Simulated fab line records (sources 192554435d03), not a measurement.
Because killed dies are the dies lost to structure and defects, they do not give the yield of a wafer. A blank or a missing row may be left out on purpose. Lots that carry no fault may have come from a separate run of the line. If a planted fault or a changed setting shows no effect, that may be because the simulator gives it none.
A struck lot beside a sound one    flow n5 finfet    18 out of 1938 route steps
Sound: wafers L838.2, L838.3, L838.5. Struck: wafer L840.5 (left out: L840.4, a lot-mate that was not struck); the cause follows at the end.
For every step that has rows: the tool of each side, followed by ch and its chambers, followed by its first start. Under that, the readings that differ: sound wafers    struck wafers    difference of the means    sigmas: that difference in standard deviations of wafers without a fault.
alike: same words and numbers on both sides, and readings whose means sit less than 2 such deviations apart. not compared: any withheld reading, any reading some wafer has no value for, any bound like >300 that may hide the same value, and any number with overlapping values for which the record gives no deviation.
The two part at a step that has a row with sigmas, a row that says differs or no value, or rows on one side only. Non-overlapping numbers with no deviation appear without sigmas and do not part them. Lack of a reading on every wafer of one side parts them only where that side has two or more wafers.

N5_BEOL_M4_ANNEAL_82: time 240 s.
  struck on pvd sputter-02, day 11 14:36; sound on pvd sputter-01, day 10 15:53
  alike: heater power w
then, 1 step without rows for these wafers: N5_BEOL_M4_SPUTTER_86 (material Cu, target thk 4.5 nm, time 8.29 s).
N5_BEOL_M4_ANNEAL_87: time 240 s.
  struck on pvd sputter-02, day 11 14:49; sound on pvd sputter-01, day 10 16:06
  alike: heater power w
then, 4 steps without rows for these wafers: N5_BEOL_M4_SPUTTER_88 (material Cu, target thk 4.5 nm, time 8.29 s); N5_BEOL_M4_ANNEAL_89 (time 240 s); N5_BEOL_M4_SPUTTER_90 (material Cu, target thk 4.5 nm, time 8.29 s); N5_BEOL_M4_ANNEAL_91 (time 240 s).
N5_BEOL_M4_SPUTTER_92: material Cu, target thk 4.5 nm, time 8.29 s.
  struck on pvd sputter-02, day 11 15:24; sound on pvd sputter-01, day 10 16:41
reading                 sound           struck  difference  sigmas
throttle valve pct (%)  31.2 29.3 31.4  28.5    -2.1        -3
then, 2 steps without rows for these wafers: N5_BEOL_M4_ANNEAL_93 (time 240 s); N5_BEOL_M4_SPUTTER_94 (material Cu, target thk 4.5 nm, time 8.29 s).
N5_BEOL_M4_ANNEAL_95: time 240 s.
  struck on pvd sputter-02, day 11 15:42; sound on pvd sputter-01, day 10 16:59
  alike: heater power w
N5_BEOL_M4_SPUTTER_96: material Cu, target thk 4.5 nm, time 8.29 s.
  struck on pvd sputter-02, day 11 15:50; sound on pvd sputter-01, day 10 17:07
reading                 sound           struck  difference  sigmas
throttle valve pct (%)  31.1 29.0 31.1  28.4    -2.0        -3
N5_BEOL_M4_ECD_50: material Cu, target thk 300 nm.
  sound on ecd cu-01 ch 0,1, day 10 17:14; struck on ecd cu-01 ch 0, day 11 15:59
reading                                 sound              struck  difference  sigmas
model.Cu_of_BEOL_M4_ECD_50.thk nm (nm)  303.6 295.4 297.6  386.2   +87.3       
then, 1 step without rows for these wafers: N5_BEOL_M4_ANNEAL_51 (time 90 s).
N5_BEOL_M4_CMP_52: polishes, stops on SiOC, t overpolish 6.8 s, target thk 40 nm.
  sound on cmp-02 ch 0,1, day 10 17:37; struck on cmp-03 ch 0, day 11 16:42
reading                 sound     struck  difference  sigmas
time to endpoint s (s)  61 63 61  85      +23         +7
  alike: motor current A, slurry flow ml min
N5_BEOL_M4_THK_MEAS_53: measures by xrf.
  struck on film metro-02, day 11 16:53; sound on film metro-01, day 10 17:55
  alike: M4_THK
N5_BEOL_M4_RC_MEAS_101:
  sound on prober-01 ch 0, day 10 18:22; struck on prober-01 ch 0, day 11 17:41
reading         sound           struck  difference  sigmas
DIBL_N (mV/V)   35.5 40.9 38.3  32.3    -5.9        -2
DIBL_P (mV/V)   36 39 37        31      -6          -2
IOFF_N (nA/um)  0.17 0.32 0.21  0.11    -0.12       -2
ION_N (uA/um)   683 686 674     649     -32         -2
ION_P (uA/um)   463 468 466     443     -23         -2
SS_P (mV/dec)   74.1 74.3 73.6  72.0    -2.0        -2
VT_N (mV)       249 244 247     257     +10         +3
  alike: IOFF_P, SS_N, VT_P
-- record jumps: 4 days separate the struck wafers' starts on either side; left off in module BEOL_M4, taken up again in module PASSIVATION, whose first shown step is the route's number 1936 --
N5_PASSIVATION_PROBE_49:
  struck on prober-02, day 15 23:48; sound on prober-02, day 15 01:19
  alike: defect limited yield, killed_at_M0_to_M3, killed_at_M4_up, killed at contacts, killed at front end, killed at other, killed dies, killed open, killed short, sort_bin_4_leakage, sort_bin_5_function, sort_bin_6_memory, sort_bin_8_speed, sort n pass, sort yield pct

WHERE THEY PART
At N5_BEOL_M4_SPUTTER_92 first; at N5_BEOL_M4_RC_MEAS_101 last (within this record only). Later steps at which nothing parts them and some readings are alike: N5_PASSIVATION_PROBE_49.

WHY: the cause the simulator had injected
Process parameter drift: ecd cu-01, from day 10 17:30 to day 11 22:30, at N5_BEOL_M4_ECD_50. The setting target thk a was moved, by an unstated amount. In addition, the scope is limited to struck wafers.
